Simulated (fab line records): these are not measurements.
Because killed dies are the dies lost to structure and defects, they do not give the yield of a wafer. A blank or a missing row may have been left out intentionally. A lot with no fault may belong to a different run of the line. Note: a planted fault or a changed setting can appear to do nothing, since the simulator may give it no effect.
fab line records | flow nand_harc | part 2 of 2: steps 4 to 6 of 6
record: lots: 22 | wafers: 66 | last_day: 24
route steps=1159 shown A_STAIRCASE@559
lots that met no fault: taken from a fault-free run of the same line
start_h: the number of hours between the record's first day and the start of the first shown wafer of the lot | wait_h: hours since the lot's step before | " same as the row above | L1.1+2: one row covering several wafers at once | - no value, or no start given | * or withheld: withheld | < > ~ a bound
route shown NAME@n: a module of which the file shows steps, and the number in the route of the first | usual: mean/standard deviation taken from wafers without a fault | same: alike in all rows | chamber/n: place in a boat | sites: readings site by site | _std_site: the values' standard deviation | _edge_site: mean of outer sites minus mean of inner sites | radius_mm: for every site, how far away it sits from the centre of the wafer | mask NAME#n: copy n | behind: the tool/chamber that last shaped the wafer | hold: why the lot went on hold/how many hours it stayed there/how the hold came to an end | device: which transistor (n, p or np) failed to switch | end of line: the same wafers' tests at the end of the route | a step with no rows: only its recipe | killed: count of dies lost to structure and defects at first sort (not the wafer's yield) | map: shows each die of a wafer: x if killed, . if not, _ if none is there
set.NAME: setting as actually run; set.NAME@STEP: the setting as run at that earlier step | model.NAME: the simulator's own value behind a step, which no gauge read
the route's steps for a sample of lots (tables are steps, rows are wafers)
services: a tool's chamber out of use, with start hour (start_h, from the record's first day; less than 0 if before it), hours out, and reason
== steps ==
step: NHARC_A_STAIRCASE_ETCH_452
recipe: target_depth_a: 300 | overetch_a: 30 | time_s: 16.5 | ion_energy_ev: 100 | cf4_flow_sccm: 80 | o2_flow_sccm: 20 | ar_flow_sccm: 0 | rf_w: 300 | bias_w: 100 | chemistry: CF4/O2
usual: drypump_motor_current_A: 5.7/0.37 | oes_product_au: 1.000/0.0096 | rf_vpp_V: 197.5/1.5 | showerhead_plenum_p_Torr: 1.32/0.057 | throttle_valve_pct: 13.397/0.0097
lot.wafer | tool        | chamber | start_h | wait_h | drypump_motor_current_A | oes_product_au | rf_hours_counter_h | rf_vpp_V | showerhead_plenum_p_Torr | throttle_valve_pct
L074.4    | rie_diel-13 | 3       | -       | -      | 5.7                     | 1.009          | 55                 | 198.2    | 1.36                     | 13.414
L074.1    | "           | 1       | "       | "      | 5.6                     | 1.014          | 51                 | 197.9    | 1.34                     | 13.387
L074.3    | "           | 2       | "       | "      | 5.7                     | 1.007          | 56                 | 197.2    | 1.29                     | 13.408
L076.1    | rie_diel-06 | 1       | -       | -      | 6.0                     | 1.013          | 1                  | 198.6    | 1.35                     | 13.388
L076.2    | "           | 3       | "       | "      | 6.0                     | 0.988          | 2                  | 194.4    | 1.25                     | 13.415
L076.6    | "           | 2       | "       | "      | 5.4                     | 1.000          | -                  | 200.0    | 1.45                     | 13.390
L075.3    | rie_diel-02 | 1       | -       | -      | 6.0                     | 0.995          | 41                 | 197.7    | 1.34                     | 13.392
L075.4    | "           | 3       | "       | "      | 5.9                     | 1.005          | 38                 | 196.7    | 1.37                     | 13.404
L075.5    | "           | 2       | "       | "      | 5.4                     | 1.007          | -                  | 198.3    | 1.40                     | 13.392
L078.3    | rie_diel-13 | 0       | -       | -      | 5.1                     | 1.004          | 62                 | 197.4    | 1.28                     | 13.399
L078.1    | "           | 1       | "       | "      | 5.6                     | 1.006          | 58                 | 198.6    | 1.34                     | 13.390
L078.6    | "           | 0       | "       | "      | 5.1                     | 1.004          | -                  | 195.6    | 1.28                     | 13.397
L077.1    | rie_diel-06 | 0       | -       | -      | 5.1                     | 1.000          | 4                  | 196.7    | 1.29                     | 13.382
L077.2    | "           | 2       | "       | "      | 5.4                     | 1.008          | 4                  | 200.2    | 1.44                     | 13.406
L077.4    | "           | 3       | "       | "      | 6.0                     | 0.988          | 5                  | 196.7    | 1.25                     | 13.406
L079.3    | rie_diel-06 | 3       | -       | -      | 6.0                     | 0.979          | 9                  | 195.2    | 1.25                     | 13.388
L079.1    | "           | 1       | "       | "      | 6.0                     | 1.006          | 8                  | 197.4    | 1.35                     | 13.380
L079.5    | "           | 2       | "       | "      | 5.4                     | 1.015          | -                  | 199.5    | 1.44                     | 13.395
L080.4    | rie_diel-02 | 0       | -       | -      | 6.4                     | 1.008          | 50                 | 197.1    | 1.25                     | 13.392
L080.1    | "           | 1       | "       | "      | 6.0                     | 1.001          | 53                 | 196.6    | 1.33                     | 13.400
L080.5    | "           | 0       | "       | "      | 6.4                     | 1.005          | -                  | 195.9    | 1.25                     | 13.398
L081.3    | rie_diel-13 | 3       | -       | -      | 5.7                     | 0.992          | 2                  | 199.2    | 1.36                     | 13.393
L081.4    | "           | 0       | "       | "      | 5.1                     | 0.999          | 1                  | 196.7    | 1.27                     | 13.417
L081.2    | "           | 1       | "       | "      | 5.7                     | 1.001          | 1                  | 197.9    | 1.34                     | 13.391
L082.2    | rie_diel-06 | 3       | -       | -      | 6.0                     | 1.001          | 16                 | 196.2    | 1.24                     | 13.401
L082.1    | "           | 0       | "       | "      | 5.1                     | 0.988          | 18                 | 195.6    | 1.29                     | 13.391
L082.4    | "           | 1       | "       | "      | 6.0                     | 0.998          | 17                 | 198.9    | 1.35                     | 13.385
L083.1    | rie_diel-02 | 1       | -       | -      | 5.9                     | 1.000          | 56                 | 197.8    | 1.33                     | 13.396
L083.2    | "           | 3       | "       | "      | 5.9                     | 1.020          | 55                 | 199.0    | 1.36                     | 13.396
L083.5    | "           | 0       | "       | "      | 6.4                     | 1.006          | -                  | 194.1    | 1.25                     | 13.408
L084.4    | rie_diel-02 | 0       | -       | -      | 6.4                     | 0.997          | 54                 | 197.3    | 1.25                     | 13.397
L084.3    | "           | 2       | "       | "      | 5.4                     | 1.010          | 48                 | 197.5    | 1.39                     | 13.396
L084.5    | "           | 0       | "       | "      | 6.3                     | 1.003          | -                  | 196.4    | 1.25                     | 13.401
L088.2    | rie_diel-13 | 0       | -       | -      | 5.1                     | 0.994          | 13                 | 196.6    | 1.27                     | 13.414
L088.4    | "           | 1       | "       | "      | 5.6                     | 1.000          | 14                 | 198.0    | 1.34                     | 13.406
L088.3    | "           | 2       | "       | "      | 5.7                     | 0.988          | 14                 | 196.4    | 1.28                     | 13.392
L086.3    | rie_diel-13 | 1       | -       | -      | 5.6                     | 1.003          | 16                 | 198.1    | 1.34                     | 13.393
L086.1    | "           | 0       | "       | "      | 5.1                     | 1.008          | 15                 | 197.2    | 1.27                     | 13.393
L086.5    | "           | 2       | "       | "      | 5.7                     | 0.996          | -                  | 197.4    | 1.28                     | 13.394
L089.4    | rie_diel-06 | 2       | -       | -      | 5.5                     | 0.996          | 28                 | 201.4    | 1.44                     | 13.411
L089.5    | "           | 3       | "       | "      | 6.0                     | 0.984          | -                  | 194.9    | 1.24                     | 13.393
L089.6    | "           | 0       | "       | "      | 5.1                     | 0.986          | -                  | 196.5    | 1.29                     | 13.399
L085.4    | rie_diel-13 | 2       | -       | -      | 5.7                     | 0.982          | 19                 | 195.2    | 1.28                     | 13.391
L085.3    | "           | 3       | "       | "      | 5.7                     | 0.995          | 17                 | 197.8    | 1.35                     | 13.405
L085.5    | "           | 1       | "       | "      | 5.6                     | 1.003          | -                  | 198.4    | 1.34                     | 13.406
L090.4    | rie_diel-02 | 0       | -       | -      | 6.4                     | 0.993          | 5                  | 196.5    | 1.25                     | 13.397
L090.2    | "           | 1       | "       | "      | 6.0                     | 0.984          | 5                  | 195.9    | 1.33                     | 13.404
L090.6    | "           | 0       | "       | "      | 6.4                     | 0.986          | -                  | 197.3    | 1.25                     | 13.391
L091.2    | rie_diel-06 | 1       | -       | -      | 6.0                     | 1.012          | 36                 | 197.8    | 1.34                     | 13.388
L091.1    | "           | 0       | "       | "      | 5.1                     | 0.987          | 39                 | 199.0    | 1.28                     | 13.401
L091.6    | "           | 1       | "       | "      | 6.0                     | 1.015          | -                  | 197.4    | 1.34                     | 13.406
L092.2    | rie_diel-06 | 3       | -       | -      | 6.0                     | 0.985          | 37                 | 196.2    | 1.24                     | 13.418
L092.3    | "           | 1       | "       | "      | 6.0                     | 1.004          | 37                 | 197.9    | 1.34                     | 13.409
L092.6    | "           | 2       | "       | "      | 5.4                     | 1.001          | -                  | 201.3    | 1.44                     | 13.384
L093.3    | rie_diel-13 | 1       | -       | -      | 5.6                     | 1.004          | 30                 | 197.9    | 1.34                     | 13.395
L093.1    | "           | 0       | "       | "      | 5.1                     | 0.996          | 28                 | 195.3    | 1.27                     | 13.392
L093.5    | "           | 1       | "       | "      | 5.6                     | 1.007          | -                  | 196.4    | 1.34                     | 13.385
L097.2    | rie_diel-13 | 3       | -       | -      | 5.7                     | 0.990          | 33                 | 199.1    | 1.35                     | 13.405
L097.1    | "           | 0       | "       | "      | 5.0                     | 0.987          | 35                 | 196.0    | 1.27                     | 13.396
L097.5    | "           | 3       | "       | "      | 5.7                     | 0.996          | -                  | 199.2    | 1.35                     | 13.405
L096.4    | rie_diel-06 | 2       | -       | -      | 5.5                     | 1.010          | 42                 | 199.9    | 1.44                     | 13.377
L096.3    | "           | 3       | "       | "      | 6.0                     | 0.998          | 47                 | 196.2    | 1.24                     | 13.388
L096.5    | "           | 0       | "       | "      | 5.1                     | 0.996          | -                  | 197.6    | 1.28                     | 13.386
L095.1    | rie_diel-13 | 3       | -       | -      | 5.7                     | 1.009          | 39                 | 196.0    | 1.35                     | 13.413
L095.4    | "           | 0       | "       | "      | 5.1                     | 0.997          | 40                 | 197.7    | 1.27                     | 13.400
L095.6    | "           | 1       | "       | "      | 5.6                     | 1.012          | -                  | 196.7    | 1.33                     | 13.394
step: NHARC_A_STAIRCASE_DEP_301
recipe: target_thk_a: 300 | target_thk_nm: 30 | temp_c: 400 | pressure_torr: 3.5 | flow_sccm: 200 | rf_w: 350 | material: SiON
usual: heater_power_w: 770/74 | susceptor_temp_C: 400.03/0.23
lot.wafer | tool     | chamber | start_h | wait_h | heater_power_w | susceptor_temp_C
L074.1    | pecvd-04 | 2       | 249.64  | 1.7    | 727            | 400.07
L074.3    | "        | 0       | "       | "      | 956            | 400.21
L074.4    | "        | 2       | "       | "      | 744            | 400.09
L076.1    | pecvd-01 | 0       | 262.15  | 1.6    | 762            | 399.55
L076.2    | "        | 1       | "       | "      | 775            | 400.12
L076.6    | "        | 1       | "       | "      | 748            | 400.18
L075.3    | pecvd-03 | 1       | 262.21  | 1.0    | 845            | 399.97
L075.4    | "        | 0       | "       | "      | 835            | 399.83
L075.5    | "        | 1       | "       | "      | 820            | 400.13
L078.3    | pecvd-01 | 1       | 271.40  | 1.0    | 784            | 400.31
L078.1    | "        | 2       | "       | "      | 688            | 400.17
L078.6    | "        | 0       | "       | "      | 781            | 399.91
L077.2    | pecvd-04 | 0       | 272.07  | 1.2    | 935            | 400.01
L077.1    | "        | 2       | "       | "      | 726            | 400.14
L077.4    | "        | 1       | "       | "      | 865            | 399.82
L079.1    | pecvd-03 | 0       | 283.88  | 1.6    | 717            | 399.60
L079.3    | "        | 1       | "       | "      | 791            | 399.83
L079.5    | "        | 2       | "       | "      | 707            | 400.19
L080.1    | pecvd-01 | 1       | 291.29  | 1.6    | 822            | 399.83
L080.5    | "        | 0       | "       | "      | 846            | 400.12
L080.4    | "        | 1       | "       | "      | 790            | 399.83
L081.3    | pecvd-04 | 0       | 292.04  | 0.9    | 782            | 400.33
L081.2    | "        | 2       | "       | "      | 715            | 400.08
L081.4    | "        | 2       | "       | "      | 700            | 400.01
L082.1    | pecvd-01 | 1       | 309.75  | 1.6    | 682            | 399.88
L082.2    | "        | 0       | "       | "      | 827            | 400.38
L082.4    | "        | 0       | "       | "      | 796            | 400.36
L083.2    | pecvd-01 | 1       | 310.91  | 1.3    | 790            | 400.14
L083.1    | "        | 0       | "       | "      | 778            | 399.74
L083.5    | "        | 1       | "       | "      | 799            | 399.94
L084.3    | pecvd-03 | 2       | 314.18  | 1.0    | 631            | 400.14
L084.5    | "        | 2       | "       | "      | 640            | 400.21
L084.4    | "        | 0       | "       | "      | 810            | 400.33
L088.2    | pecvd-01 | 0       | 331.33  | 1.3    | 724            | 400.20
L088.3    | "        | 1       | "       | "      | 820            | 399.70
L088.4    | "        | 2       | "       | "      | 763            | 399.75
L086.3    | pecvd-04 | 2       | 334.81  | 1.0    | 688            | 399.95
L086.1    | "        | 0       | "       | "      | 904            | 400.16
L086.5    | "        | 1       | "       | "      | 804            | 400.02
L089.6    | pecvd-03 | 1       | 340.70  | 0.1    | 746            | 400.01
L089.5    | "        | 2       | "       | "      | 694            | 400.03
L089.4    | "        | 0       | "       | "      | 764            | 400.14
L085.3    | pecvd-01 | 0       | 340.93  | 1.1    | 854            | 400.42
L085.5    | "        | 1       | "       | "      | 738            | 400.16
L085.4    | "        | 2       | "       | "      | 624            | 399.73
L090.2    | pecvd-04 | 2       | 358.32  | 1.3    | 645            | 400.38
L090.4    | "        | 1       | "       | "      | 868            | 399.89
L090.6    | "        | 0       | "       | "      | 893            | 399.76
L091.2    | pecvd-04 | 2       | 361.37  | 1.3    | 628            | 400.06
L091.1    | "        | 0       | "       | "      | 938            | 399.87
L091.6    | "        | 0       | "       | "      | 942            | 400.15
L092.2    | pecvd-01 | 0       | 365.27  | 1.3    | 759            | 399.91
L092.3    | "        | 2       | "       | "      | 749            | 400.27
L092.6    | "        | 1       | "       | "      | 803            | 400.10
L093.1    | pecvd-01 | 1       | 368.95  | 1.6    | 763            | 399.86
L093.3    | "        | 2       | "       | "      | 682            | 399.93
L093.5    | "        | 2       | "       | "      | 698            | 399.90
L097.2    | pecvd-03 | 2       | 383.86  | 1.4    | 640            | 400.13
L097.1    | "        | 0       | "       | "      | 811            | 400.04
L097.5    | "        | 2       | "       | "      | 644            | 399.72
L096.3    | pecvd-03 | 2       | 389.39  | 0.9    | 714            | 400.09
L096.4    | "        | 0       | "       | "      | 785            | 400.52
L096.5    | "        | 1       | "       | "      | 722            | 400.19
L095.1    | pecvd-04 | 1       | 396.00  | 1.6    | 816            | 399.74
L095.6    | "        | 0       | "       | "      | 815            | 399.97
L095.4    | "        | 2       | "       | "      | 625            | 399.87
step: NHARC_A_STAIRCASE_STRIP_316
recipe: o2_flow_sccm: 500 | ar_flow_sccm: 0 | bias_w: 0 | chemistry: O2
usual: drypump_motor_current_A: 5.7/0.39 | oes_product_au: 1.001/0.01 | rf_vpp_V: 57.8/0.96 | showerhead_plenum_p_Torr: 3.49/0.14 | throttle_valve_pct: 17.036/0.0098
lot.wafer | tool        | chamber | start_h | wait_h | drypump_motor_current_A | oes_product_au | rf_hours_counter_h | rf_vpp_V | showerhead_plenum_p_Torr | throttle_valve_pct
L074.4    | rie_diel-13 | 3       | -       | -      | 5.7                     | 0.997          | 58                 | 58.3     | 3.58                     | 17.050
L074.1    | "           | 0       | "       | "      | 5.1                     | 0.998          | 58                 | 58.9     | 3.38                     | 17.034
L074.3    | "           | 1       | "       | "      | 5.6                     | 0.995          | 54                 | 57.3     | 3.55                     | 17.057
L076.2    | rie_diel-06 | 3       | -       | -      | 6.0                     | 0.989          | 4                  | 57.0     | 3.30                     | 17.043
L076.1    | "           | 0       | "       | "      | 5.1                     | 0.998          | 3                  | 57.1     | 3.42                     | 17.022
L076.6    | "           | 3       | "       | "      | 6.0                     | 0.980          | -                  | 54.8     | 3.30                     | 17.037
L075.4    | rie_diel-02 | 2       | -       | -      | 5.4                     | 1.010          | 32                 | 59.3     | 3.69                     | 17.025
L075.3    | "           | 3       | "       | "      | 5.9                     | 1.009          | 40                 | 58.9     | 3.61                     | 17.056
L075.5    | "           | 2       | "       | "      | 5.4                     | 1.013          | -                  | 57.1     | 3.69                     | 17.030
L078.3    | rie_diel-06 | 2       | -       | -      | 5.5                     | 1.008          | 6                  | 58.2     | 3.81                     | 17.025
L078.1    | "           | 0       | "       | "      | 5.1                     | 1.007          | 7                  | 58.0     | 3.42                     | 17.062
L078.6    | "           | 2       | "       | "      | 5.5                     | 1.001          | -                  | 58.7     | 3.80                     | 17.043
L077.4    | rie_diel-06 | 0       | -       | -      | 5.1                     | 0.995          | 7                  | 56.9     | 3.42                     | 17.028
L077.1    | "           | 1       | "       | "      | 6.0                     | 1.013          | 5                  | 58.0     | 3.56                     | 17.038
L077.2    | "           | 2       | "       | "      | 5.5                     | 1.000          | 7                  | 58.9     | 3.80                     | 17.049
L079.3    | rie_diel-06 | 1       | -       | -      | 6.0                     | 1.011          | 11                 | 58.2     | 3.56                     | 17.043
L079.1    | "           | 3       | "       | "      | 6.0                     | 0.996          | 12                 | 56.7     | 3.30                     | 17.019
L079.5    | "           | 0       | "       | "      | 5.1                     | 1.004          | -                  | 58.6     | 3.41                     | 17.038
L080.4    | rie_diel-13 | 1       | -       | -      | 5.7                     | 1.010          | 4                  | 59.1     | 3.54                     | 17.044
L080.1    | "           | 2       | "       | "      | 5.7                     | 0.991          | 5                  | 58.0     | 3.40                     | 17.033
L080.5    | "           | 2       | "       | "      | 5.7                     | 0.990          | -                  | 58.5     | 3.40                     | 17.037
L081.4    | rie_diel-02 | 2       | -       | -      | 5.4                     | 1.014          | 45                 | 59.7     | 3.68                     | 17.015
L081.3    | "           | 3       | "       | "      | 5.9                     | 1.010          | 54                 | 58.4     | 3.60                     | 17.037
L081.2    | "           | 1       | "       | "      | 5.9                     | 0.996          | 56                 | 58.2     | 3.52                     | 17.041
L082.2    | rie_diel-13 | 1       | -       | -      | 5.6                     | 1.004          | 7                  | 59.2     | 3.54                     | 17.026
L082.4    | "           | 2       | "       | "      | 5.7                     | 0.990          | 8                  | 57.7     | 3.39                     | 17.031
L082.1    | "           | 3       | "       | "      | 5.7                     | 0.996          | 7                  | 57.6     | 3.58                     | 17.040
L083.1    | rie_diel-06 | 0       | -       | -      | 5.1                     | 0.989          | 21                 | 56.8     | 3.41                     | 17.034
L083.2    | "           | 3       | "       | "      | 6.0                     | 0.995          | 19                 | 56.7     | 3.30                     | 17.025
L083.5    | "           | 1       | "       | "      | 6.0                     | 1.002          | -                  | 56.0     | 3.55                     | 17.039
L084.4    | rie_diel-02 | 0       | -       | -      | 6.4                     | 0.994          | 57                 | 57.2     | 3.31                     | 17.032
L084.3    | "           | 1       | "       | "      | 5.9                     | 0.993          | 62                 | 56.1     | 3.52                     | 17.033
L084.5    | "           | 0       | "       | "      | 6.4                     | 0.990          | -                  | 57.7     | 3.31                     | 17.038
L088.4    | rie_diel-13 | 0       | -       | -      | 5.1                     | 1.009          | 16                 | 56.8     | 3.37                     | 17.039
L088.2    | "           | 1       | "       | "      | 5.6                     | 1.004          | 17                 | 58.9     | 3.54                     | 17.039
L088.3    | "           | 2       | "       | "      | 5.7                     | 0.985          | 17                 | 57.5     | 3.39                     | 17.039
L086.3    | rie_diel-06 | 0       | -       | -      | 5.1                     | 0.984          | 35                 | 59.0     | 3.40                     | 17.020
L086.1    | "           | 1       | "       | "      | 6.0                     | 1.018          | 32                 | 58.1     | 3.55                     | 17.022
L086.5    | "           | 0       | "       | "      | 5.1                     | 0.987          | -                  | 56.9     | 3.40                     | 17.032
L089.4    | rie_diel-02 | 0       | -       | -      | 6.4                     | 1.008          | 1                  | 57.8     | 3.30                     | 17.037
L089.6    | "           | 0       | "       | "      | 6.4                     | 0.991          | -                  | 57.5     | 3.30                     | 17.044
L089.5    | "           | 1       | "       | "      | 5.9                     | 1.006          | -                  | 56.8     | 3.52                     | 17.046
L085.4    | rie_diel-13 | 2       | -       | -      | 5.6                     | 0.992          | 22                 | 56.4     | 3.39                     | 17.035
L085.3    | "           | 0       | "       | "      | 5.1                     | 1.000          | 19                 | 57.7     | 3.36                     | 17.048
L085.5    | "           | 2       | "       | "      | 5.6                     | 0.998          | -                  | 56.9     | 3.39                     | 17.019
L090.2    | rie_diel-02 | 3       | -       | -      | 5.8                     | 1.023          | 11                 | 58.0     | 3.59                     | 17.042
L090.4    | "           | 2       | "       | "      | 5.4                     | 1.014          | 10                 | 58.7     | 3.67                     | 17.040
L090.6    | "           | 0       | "       | "      | 6.4                     | 0.996          | -                  | 56.9     | 3.30                     | 17.033
L091.2    | rie_diel-06 | 0       | -       | -      | 5.1                     | 0.981          | 42                 | 58.6     | 3.40                     | 17.026
L091.1    | "           | 3       | "       | "      | 6.0                     | 1.004          | 40                 | 56.2     | 3.29                     | 17.040
L091.6    | "           | 3       | "       | "      | 6.0                     | 0.994          | -                  | 56.6     | 3.29                     | 17.030
L092.3    | rie_diel-06 | 1       | -       | -      | 6.0                     | 1.013          | 41                 | 57.9     | 3.54                     | 17.033
L092.2    | "           | 3       | "       | "      | 6.0                     | 0.986          | 40                 | 58.4     | 3.29                     | 17.035
L092.6    | "           | 0       | "       | "      | 5.1                     | 0.980          | -                  | 58.9     | 3.40                     | 17.047
L093.1    | rie_diel-06 | 3       | -       | -      | 6.0                     | 0.993          | 42                 | 57.1     | 3.28                     | 17.019
L093.3    | "           | 0       | "       | "      | 5.1                     | 0.989          | 44                 | 58.9     | 3.40                     | 17.042
L093.5    | "           | 0       | "       | "      | 5.1                     | 0.986          | -                  | 56.9     | 3.40                     | 17.051
L097.2    | rie_diel-02 | 0       | -       | -      | 6.4                     | 1.005          | 19                 | 56.2     | 3.30                     | 17.042
L097.1    | "           | 3       | "       | "      | 5.9                     | 1.016          | 18                 | 57.5     | 3.59                     | 17.032
L097.5    | "           | 0       | "       | "      | 6.4                     | 1.013          | -                  | 56.4     | 3.30                     | 17.038
L096.3    | rie_diel-02 | 1       | -       | -      | 6.0                     | 0.998          | 20                 | 57.5     | 3.51                     | 17.032
L096.4    | "           | 2       | "       | "      | 5.4                     | 0.996          | 19                 | 59.3     | 3.66                     | 17.027
L096.5    | "           | 0       | "       | "      | 6.4                     | 1.004          | -                  | 57.9     | 3.30                     | 17.033
L095.1    | rie_diel-06 | 0       | -       | -      | 5.1                     | 0.978          | 54                 | 58.1     | 3.39                     | 17.030
L095.4    | "           | 2       | "       | "      | 5.4                     | 0.991          | -                  | 57.4     | 3.78                     | 17.044
L095.6    | "           | 0       | "       | "      | 5.1                     | 0.998          | -                  | 56.5     | 3.39                     | 17.046
== services ==
tool        | chamber | start_h | hours | kind
rie_diel-06 | 0       | 220.81  | -     | clean
rie_diel-06 | 1       | 220.81  | -     | clean
rie_diel-06 | 2       | 220.81  | -     | clean
rie_diel-06 | 3       | 220.81  | -     | clean
rie_diel-13 | 1       | 221.55  | 8.9   | repair
rie_diel-06 | 3       | 225.42  | 3.6   | repair
pecvd-01    | -       | 237.64  | 13.0  | pm
rie_diel-06 | -       | 241.55  | 9.0   | pm
rie_diel-06 | 0       | 241.55  | 9.0   | vent_cycle
rie_diel-06 | 1       | 241.55  | 13.4  | vent_cycle
rie_diel-06 | 2       | 241.55  | 9.0   | vent_cycle
rie_diel-06 | 3       | 241.55  | 9.0   | vent_cycle
rie_diel-06 | 0       | 250.55  | -     | clean
rie_diel-13 | -       | 276.02  | 9.0   | pm
pecvd-03    | -       | 292.03  | 13.0  | pm
pecvd-01    | 2       | 307.23  | 4.8   | repair
pecvd-03    | 1       | 317.13  | 7.1   | repair
rie_diel-02 | -       | 327.89  | 9.0   | pm
pecvd-03    | -       | 350.68  | 0.5   | repair
rie_diel-06 | 2       | 362.27  | 12.3  | repair
pecvd-03    | 0       | 363.69  | 11.1  | repair
pecvd-04    | -       | 376.00  | 13.0  | pm
rie_diel-06 | 3       | 388.05  | 109.3 | repair
rie_diel-02 | -       | 392.47  | 0.8   | repair
